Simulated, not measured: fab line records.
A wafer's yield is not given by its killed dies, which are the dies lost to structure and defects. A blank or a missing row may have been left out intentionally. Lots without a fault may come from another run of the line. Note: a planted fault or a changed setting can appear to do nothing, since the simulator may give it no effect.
Chamber matching ; flow n5-finfet ; N5_BEOL_M15_ETCH_59 on rie-diel-06 has 4 sister chambers
The step etches BARC in N2/H2, target depth 89 nm, overetch 26.7 nm, time 67.9 s. 4 wafers are shown with their chamber, then 12 later ones without.

WAFERS WITH THEIR CHAMBER
wafer;chamber;drypump-motor-current-A (A)
L083.4;2;5.4
L088.1;0;5.8
L088.2;3;5.9
L088.5;1;6.3

WAFERS WITHOUT THEIR CHAMBER
wafer;drypump-motor-current-A (A)
L094.2;6.4
L094.3;5.5
L094.5;6.0
L097.3;5.9
L097.5;5.8
L097.6;6.3
L096.2;5.9
L096.4;6.4
L096.5;6.4
L091.3;5.8
L091.4;5.5
L091.5;5.4

WHICH CHAMBER EACH ONE RAN IN
wafer;from the rows above;in truth
L094.2;1;1
L094.3;2;2
L094.5;can't be placed: 3 or 0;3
L097.3;can't be placed: 3 or 0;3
L097.5;can't be placed: 0 or 3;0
L097.6;1;1
L096.2;can't be placed: 3 or 0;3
L096.4;1;1
L096.5;1;1
L091.3;can't be placed: 0 or 3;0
L091.4;2;2
L091.5;2;2
Correctly placed: 7 of 12. Not placeable from these rows: 5 (in 5, the candidates include the true chamber). Number placed wrongly: 0.
How it was worked out, from the rows above alone: a wafer's distance from a chamber is the root of the sum, over the readings, of the square of ((its reading less the chamber's mean) divided by the reading's scatter). If the next closest chamber is less than 2 further off than the closest, the wafer can't be placed; otherwise it belongs to the closest. Each chamber's mean is taken over the wafers shown for it. The scatter: root of mean squared gap, hidden wafer to nearest shown wafer, with one shown wafer a chamber.
